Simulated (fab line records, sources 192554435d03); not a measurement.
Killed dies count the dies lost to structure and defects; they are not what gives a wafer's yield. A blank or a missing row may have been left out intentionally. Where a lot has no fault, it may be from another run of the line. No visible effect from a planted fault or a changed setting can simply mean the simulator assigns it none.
Chamber matching -- flow n5 finfet -- rie diel-04 running N5_SD_EPI_N_ETCHBACK_44: 4 sister chambers
The step etches SiNx in CH3F/O2, stops on SiO2, target depth 14.5 nm. 4 wafers are shown with their chamber, then 9 later ones without.

== EACH WAFER AND ITS CHAMBER ==
wafer,chamber,showerhead plenum p Torr (Torr)
L080.1,3,1.98
L086.2,0,1.91
L086.3,2,2.07
L086.5,1,1.90

== WAFERS WITHOUT THEIR CHAMBER ==
wafer,showerhead plenum p Torr (Torr)
L087.1,1.97
L087.4,1.91
L087.5,1.90
L093.1,1.97
L093.4,1.91
L093.6,1.90
L096.1,1.91
L096.4,1.90
L096.5,1.90

== WHICH CHAMBER EACH WENT THROUGH ==
wafer,from the rows above,in truth
L087.1,3,3
L087.4,0,0
L087.5,1,1
L093.1,3,3
L093.4,0,0
L093.6,1,1
L096.1,0,0
L096.4,1,1
L096.5,1,1
9 of 9 placed correctly. Can't be placed from these rows: 0. Number placed wrongly: 0.
How it was worked out, from the rows above alone: a wafer's distance from a chamber is the root of the sum, over the readings, of the square of ((its reading less the chamber's mean) divided by the reading's scatter). If the next closest chamber is less than 2 further off than the closest, the wafer can't be placed; otherwise it belongs to the closest. Each chamber's mean is taken over the wafers shown for it. The scatter: with one shown wafer a chamber, the root of the mean of the squares of how far each hidden wafer lies from its nearest shown one.
